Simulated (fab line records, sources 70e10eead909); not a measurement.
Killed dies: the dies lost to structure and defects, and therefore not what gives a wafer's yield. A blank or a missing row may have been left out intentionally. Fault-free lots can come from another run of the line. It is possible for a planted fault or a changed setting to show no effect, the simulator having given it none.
What tool caused it? ; flow nand_harc ; 12 lots, 34 wafers sampled, at 2 steps of a route of 1159

WHAT EACH GAUGE READ, for each wafer
NHARC_A_M1_CD_MEAS_09 targets a cd of 120 nm.
lot;measured;on;cd_nm (nm)
L716;day 18 02:55;cd_sem-01;119.2 120.1 120.0
L719;day 18 13:05;cd_sem-02;120.6 119.8 120.4
L718;day 18 13:22;cd_sem-02;120.2 119.5 120.8
L722;day 19 10:35;cd_sem-01;119.6 119.7 120.4
L724;day 19 21:29;cd_sem-02;120.1 119.4 120.8
L725;day 19 21:56;cd_sem-02;120.6 120.7 121.4
L721;day 20 06:08;cd_sem-02;119.4 120.8 120.5
L728;day 20 08:06;cd_sem-03;120.0 120.3 119.3
L731;day 21 04:52;cd_sem-03;120.4 123.3
L732;day 21 18:40;cd_sem-02;120.5 123.0
L736;day 22 06:54;cd_sem-02;123.1 120.2 122.1
L738;day 22 22:23;cd_sem-03;119.2 119.1 118.8

WHICH TOOL RAN EACH LOT (tool, then ch and the chambers of the sampled wafers, then the start)
lot;NHARC_A_M1_PEB_07
L716;litho_track-01 ch 0, day 18 02:51
L719;litho_track-01 ch 0, day 18 13:01
L718;litho_track-06 ch 0, day 18 13:17
L722;litho_track-01 ch 0, day 19 10:31
L724;litho_track-01 ch 0, day 19 21:25
L725;litho_track-01 ch 0, day 19 21:51
L721;litho_track-06 ch 0, day 20 06:04
L728;litho_track-01 ch 0, day 20 08:01
L731;litho_track-01 ch 0, day 21 04:47
L732;litho_track-01 ch 0, day 21 18:34
L736;litho_track-01 ch 0, day 22 06:49
L738;litho_track-04 ch 0, day 22 22:19
- NHARC_A_M1_PEB_07: peb time 65 s.

WHAT THE TOOLS THEMSELVES READ (means of the sampled wafers that have a number; where no wafer has one, the mark that the record gives instead)
The record holds no such reading with a usual standard deviation.

THE ANSWER, worked out from the rows above alone
Rule: what is usual is taken from the lots themselves. The widest of any qualifying gaps counts: lots, ordered by their means at a reading, are off when they make up no more than a third of the lots, leave a main group of 4 or more, and stand apart from it by 3 or more times the standard deviation of that group's means. Not used: any main group whose means are identical at the precision the tables above print for the reading. A lot without any number at a reading at which 4 lots or more have one is off too. The other lots that the step has rows for count as sound. Order of review: gauges by route order, followed by the tools' own readings, for which a lot's mean as printed above is used. At the first step where some lot is off, the reading lying furthest off is the one used; lots without a number count as furthest.
Across all readings shown, no lot is off: no conclusion can be drawn from this.

WHAT HAD BEEN PUT IN BY THE SIMULATOR
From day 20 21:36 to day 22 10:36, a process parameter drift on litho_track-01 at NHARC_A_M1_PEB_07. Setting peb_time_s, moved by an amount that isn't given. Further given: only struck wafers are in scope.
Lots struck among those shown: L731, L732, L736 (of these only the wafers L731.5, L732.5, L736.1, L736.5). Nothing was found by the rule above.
